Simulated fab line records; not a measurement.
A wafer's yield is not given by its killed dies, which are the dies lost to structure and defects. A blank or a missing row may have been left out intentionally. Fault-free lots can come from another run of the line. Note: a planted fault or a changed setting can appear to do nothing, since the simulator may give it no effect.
Shared-tool check | flow nand_harc | Lots sampled 4, wafers sampled 11

## REASON FOR OPENING
On 2 of the 4 lots, a flag is raised at NHARC_END_SORT_01 on the reading killed_at_array. No-fault wafers: 25, standard deviation 10.
Rule: flag the lot when none of its wafers has a number, or when each of its wafers that has one lies beyond 4 standard deviations from that mean. As for the other lots, they are considered sound.

lot  | measured     | on        | killed_at_array, wafer by wafer | flag
L533 | day 21 03:53 | prober-02 | 7 7                             |
L534 | day 21 11:39 | prober-02 | 675 673 675                     | FLAGGED
L535 | day 21 19:27 | prober-02 | 665 672 669                     | FLAGGED
L544 | day 23 20:23 | prober-02 | 60 41 32                        |
The numbers of the flagged lots are 672 on average: +646 against the usual, or +65 standard deviations.

## TOOL THAT RAN EACH LOT
The record holds 4 process steps before the reading, out of a route of 1159 steps. In each cell: the tool, then ch and the chambers that the sampled wafers went through, then the start.
lot  | flag    | NHARC_A_STAIRCASE_STRIP_171          | NHARC_A_STAIRCASE_TRIM_14                     | NHARC_A_STAIRCASE_TRIM_20          | NHARC_A_STAIRCASE_ETCH_27
L533 |         | plasma_asher-01 ch 0,1, day 12 00:01 | rie_diel-05 ch 0,2,3, day 12 02:59 or earlier | rie_diel-05 ch 0,1,2, day 12 02:59 | rie_diel-05 ch 0,2,3, day 21 03:53 or earlier
L534 | FLAGGED | plasma_asher-02 ch 0,1, day 12 16:03 | rie_diel-11 ch 1,2, day 12 18:42 or earlier   | rie_diel-11 ch 0,1,2, day 12 18:42 | rie_diel-11 ch 0,3, day 21 11:39 or earlier
L535 | FLAGGED | plasma_asher-02 ch 0,1, day 12 16:37 | rie_diel-05 ch 0,2, day 12 19:13 or earlier   | rie_diel-05 ch 1,2, day 12 19:13   | rie_diel-05 ch 0,2,3, day 21 19:27 or earlier
L544 |         | plasma_asher-02 ch 0,1, day 15 07:54 | rie_diel-12 ch 0,2,3, day 15 11:02 or earlier | rie_diel-11 ch 0,1,3, day 15 11:02 | rie_diel-11 ch 0,1,3, day 23 20:23 or earlier
What the steps here do:
- NHARC_A_STAIRCASE_STRIP_171: strips in O2.
- NHARC_A_STAIRCASE_TRIM_14: chemistry O2, time 211.2 s.
- NHARC_A_STAIRCASE_TRIM_20: chemistry O2, time 211.2 s.
- NHARC_A_STAIRCASE_ETCH_27: etches the open film in C4F8/O2, target depth 100 nm, time 40.5 s.
- NHARC_END_SORT_01

## FLAGGED OVER TOTAL, TOOL BY TOOL (the gauges that took the reading come last)
step                        | tool            | lots run | flagged | share of the flagged lots | sound lots run after its first flagged lot
NHARC_A_STAIRCASE_STRIP_171 | plasma_asher-01 | 1        | 0       | none                      | -
NHARC_A_STAIRCASE_STRIP_171 | plasma_asher-02 | 3        | 2       | all                       | 1 (L544)
NHARC_A_STAIRCASE_TRIM_14   | rie_diel-05     | 2        | 1       | some                      | 0
NHARC_A_STAIRCASE_TRIM_14   | rie_diel-11     | 1        | 1       | some                      | 0
NHARC_A_STAIRCASE_TRIM_14   | rie_diel-12     | 1        | 0       | none                      | -
NHARC_A_STAIRCASE_TRIM_20   | rie_diel-05     | 2        | 1       | some                      | 0
NHARC_A_STAIRCASE_TRIM_20   | rie_diel-11     | 2        | 1       | some                      | 1 (L544)
NHARC_A_STAIRCASE_ETCH_27   | rie_diel-05     | 2        | 1       | some                      | 0
NHARC_A_STAIRCASE_ETCH_27   | rie_diel-11     | 2        | 1       | some                      | 1 (L544)
NHARC_END_SORT_01           | prober-02       | 4        | 2       | all                       | 1 (L544)
With no start given for some of its lots, NHARC_A_STAIRCASE_TRIM_14 uses the hours and lot order of NHARC_A_STAIRCASE_TRIM_20. With no start given for some of its lots, NHARC_A_STAIRCASE_ETCH_27 uses the hours and lot order of NHARC_END_SORT_01.

## WHAT IS ALLOWED BY THE TABLE
In 2 table rows, all flagged lots were run: plasma_asher-02 (NHARC_A_STAIRCASE_STRIP_171), prober-02 (NHARC_END_SORT_01).
- plasma_asher-02 at NHARC_A_STAIRCASE_STRIP_171 ran 3 lots, 2 of them flagged. After the first flagged lot (L544), sound lots still ran on it; a lasting fault on the whole tool would not permit that.
- prober-02 at NHARC_END_SORT_01 ran 4 lots, 2 of them flagged. After the first flagged lot (L544), sound lots still ran on it; a lasting fault on the whole tool would not permit that.
There is no row in the table that ran each flagged lot and no sound lot after the first.

## WHAT HAD BEEN PUT IN BY THE SIMULATOR
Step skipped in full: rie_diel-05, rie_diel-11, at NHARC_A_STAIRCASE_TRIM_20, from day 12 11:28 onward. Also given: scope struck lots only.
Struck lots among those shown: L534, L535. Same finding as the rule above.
